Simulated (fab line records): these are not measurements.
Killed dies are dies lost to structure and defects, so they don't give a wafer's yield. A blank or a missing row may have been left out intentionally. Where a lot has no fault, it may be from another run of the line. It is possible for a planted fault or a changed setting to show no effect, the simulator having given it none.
Commonality check across tools | flow nandHarc | 14 lots, 40 wafers sampled

REASON IT WAS OPENED
At NHARC_P_BONDPAD_THK_MEAS_33 the reading thkNm is flagged on 2 of 14 lots. No-fault wafers: 199.9 nm, standard deviation 1.5.
Rule: flag the lot when none of its wafers has a number, or when each of its wafers that has one lies beyond 4 standard deviations from that mean. All remaining lots are regarded as sound.

lot  | measured     | on           | thkNm (nm), wafer by wafer | flag
L877 | day 6 22:53  | filmMetro-02 | 202.1 199.7 200.1          | 
L879 | day 7 18:28  | filmMetro-01 | 200.2 200.2 200.4          | 
L880 | day 7 20:27  | filmMetro-01 | 198.2 199.2 199.3          | 
L881 | day 8 09:50  | filmMetro-01 | 200.1 201.8 200.8          | 
L882 | day 8 16:06  | filmMetro-02 | 200.0 201.1 199.6          | 
L883 | day 9 03:11  | filmMetro-01 | 200.2 198.9 200.4          | 
L884 | day 9 20:17  | filmMetro-02 | 199.5 201.0 199.4          | 
L885 | day 9 21:08  | filmMetro-02 | 200.2 200.1 198.3          | 
L886 | day 10 13:58 | filmMetro-01 | 199.1 199.3 199.1          | 
L888 | day 11 12:01 | filmMetro-02 | 198.6 201.0 197.3          | 
L889 | day 11 17:41 | filmMetro-01 | 199.8 197.8 199.1          | 
L892 | day 12 14:11 | filmMetro-02 | 186.0 190.3                | FLAGGED
L893 | day 13 08:36 | filmMetro-01 | 185.0 190.4                | FLAGGED
L900 | day 16 02:15 | filmMetro-02 | 199.8 201.4 200.5          | 
On average the flagged lots' numbers are 187.9 nm, which is -12.0 nm against the usual, or -8 standard deviations.

TOOL THAT RAN EACH LOT
The record holds 4 process steps before the reading, out of a route of 1302 steps. Every cell lists first the tool, next ch and the chambers used by the sampled wafers, and last the start.
lot  | flag    | NHARC_P_M2_PRE_CLEAN_30                | NHARC_P_M2_CMP_23             | NHARC_P_M2_PRE_CLEAN_32         | NHARC_P_BONDPAD_DEP_00
L877 |         | pvdSputter-02, day 6 21:11 or earlier  | cmp-03 ch 1,2, day 6 21:11    | pecvd-03 ch 0,2, day 6 21:44    | pecvd-02 ch 0,2, day 6 22:16
L879 |         | pvdSputter-03, day 7 16:46 or earlier  | cmp-03 ch 1,2, day 7 16:46    | pecvd-03 ch 0,1, day 7 17:20    | pecvd-04 ch 0,1,2, day 7 17:48
L880 |         | pvdSputter-01, day 7 18:49 or earlier  | cmp-02 ch 0,2,3, day 7 18:49  | pecvd-03 ch 0,1,2, day 7 19:20  | pecvd-04 ch 0,1,2, day 7 19:56
L881 |         | pvdSputter-02, day 8 08:11 or earlier  | cmp-03 ch 0,1,3, day 8 08:11  | pecvd-03 ch 0,1,2, day 8 08:41  | pecvd-04 ch 0,1,2, day 8 09:14
L882 |         | pvdSputter-03, day 8 14:26 or earlier  | cmp-02 ch 0,1, day 8 14:26    | pecvd-03 ch 0,2, day 8 14:57    | pecvd-02 ch 0,1, day 8 15:29
L883 |         | pvdSputter-02, day 9 01:31 or earlier  | cmp-03 ch 1,3, day 9 01:31    | pecvd-02 ch 0,2, day 9 02:03    | pecvd-04 ch 0,1,2, day 9 02:37
L884 |         | pvdSputter-01, day 9 18:36 or earlier  | cmp-03 ch 2,3, day 9 18:36    | pecvd-02 ch 0,2, day 9 19:08    | pecvd-03 ch 0,1,2, day 9 19:40
L885 |         | pvdSputter-03, day 9 19:26 or earlier  | cmp-02 ch 0,2,3, day 9 19:26  | pecvd-02 ch 0,2, day 9 19:59    | pecvd-04 ch 0,1, day 9 20:28
L886 |         | pvdSputter-02, day 10 12:17 or earlier | cmp-03 ch 1,3, day 10 12:17   | pecvd-02 ch 0,1,2, day 10 12:50 | pecvd-02 ch 0,2, day 10 13:21
L888 |         | pvdSputter-02, day 11 10:20 or earlier | cmp-04 ch 0,1, day 11 10:20   | pecvd-04 ch 0,1, day 11 10:52   | pecvd-03 ch 0,2, day 11 11:25
L889 |         | pvdSputter-03, day 11 16:00 or earlier | cmp-04 ch 0,1, day 11 16:00   | pecvd-02 ch 1,2, day 11 16:32   | pecvd-04 ch 0,2, day 11 17:02
L892 | FLAGGED | pvdSputter-01, day 12 12:17 or earlier | cmp-04 ch 1, day 12 12:17     | pecvd-02 ch 0, day 12 12:55     | pecvd-03 ch 0,2, day 12 13:36
L893 | FLAGGED | pvdSputter-01, day 13 06:51 or earlier | cmp-02 ch 0, day 13 06:51     | pecvd-04 ch 1,2, day 13 07:23   | pecvd-03 ch 1,2, day 13 08:02
L900 |         | pvdSputter-02, day 16 00:33 or earlier | cmp-04 ch 0,1,2, day 16 00:33 | pecvd-03 ch 0,1, day 16 01:07   | pecvd-02 ch 1,2, day 16 01:38
What the steps here do:
- NHARC_P_M2_PRE_CLEAN_30: time 30 s.
- NHARC_P_M2_CMP_23: polishes, t overpolish 20 s, target thk 144.3 nm.
- NHARC_P_M2_PRE_CLEAN_32: time 12 s.
- NHARC_P_BONDPAD_DEP_00: deposits SiCN, target thk 250 nm.
- NHARC_P_BONDPAD_THK_MEAS_33: measures by ellipsometry.

FLAGGED AGAINST TOTAL, ONE TOOL AT A TIME (gauges that did the reading follow at the end)
step                        | tool          | lots run | flagged | share of the flagged lots | sound lots run after its first flagged lot
NHARC_P_M2_PRE_CLEAN_30     | pvdSputter-01 | 4        | 2       | all                       | 0
NHARC_P_M2_PRE_CLEAN_30     | pvdSputter-02 | 6        | 0       | none                      | -
NHARC_P_M2_PRE_CLEAN_30     | pvdSputter-03 | 4        | 0       | none                      | -
NHARC_P_M2_CMP_23           | cmp-02        | 4        | 1       | some                      | 0
NHARC_P_M2_CMP_23           | cmp-03        | 6        | 0       | none                      | -
NHARC_P_M2_CMP_23           | cmp-04        | 4        | 1       | some                      | 1 (L900)
NHARC_P_M2_PRE_CLEAN_32     | pecvd-02      | 6        | 1       | some                      | 0
NHARC_P_M2_PRE_CLEAN_32     | pecvd-03      | 6        | 0       | none                      | -
NHARC_P_M2_PRE_CLEAN_32     | pecvd-04      | 2        | 1       | some                      | 0
NHARC_P_BONDPAD_DEP_00      | pecvd-02      | 4        | 0       | none                      | -
NHARC_P_BONDPAD_DEP_00      | pecvd-03      | 4        | 2       | all                       | 0
NHARC_P_BONDPAD_DEP_00      | pecvd-04      | 6        | 0       | none                      | -
NHARC_P_BONDPAD_THK_MEAS_33 | filmMetro-01  | 7        | 1       | some                      | 0
NHARC_P_BONDPAD_THK_MEAS_33 | filmMetro-02  | 7        | 1       | some                      | 1 (L900)
NHARC_P_M2_PRE_CLEAN_30 gives no start for some lots, so the hours and the order of its lots are those of NHARC_P_M2_CMP_23.

WHAT THE TABLE PERMITS
pvdSputter-01 at NHARC_P_M2_PRE_CLEAN_30 and pecvd-03 at NHARC_P_BONDPAD_DEP_00 are the 2 rows of the table that ran each flagged lot.
- pvdSputter-01 at NHARC_P_M2_PRE_CLEAN_30 ran 4 lots, 2 of them flagged. Its last sound lot is L884 (day 9 18:36), its first flagged lot L892 (day 12 12:17): a fault that began between those two fits.
- pecvd-03 at NHARC_P_BONDPAD_DEP_00 ran 4 lots, 2 of them flagged. Its last sound lot is L888 (day 11 11:25), its first flagged lot L892 (day 12 13:36): a fault that began between those two fits.
These 2 tools cannot be told apart by counting lots, since each of them fits a fault that started at some hour. More lots, or a look at what each step does to the wafer, might.

WHAT THE SIMULATOR PUT IN
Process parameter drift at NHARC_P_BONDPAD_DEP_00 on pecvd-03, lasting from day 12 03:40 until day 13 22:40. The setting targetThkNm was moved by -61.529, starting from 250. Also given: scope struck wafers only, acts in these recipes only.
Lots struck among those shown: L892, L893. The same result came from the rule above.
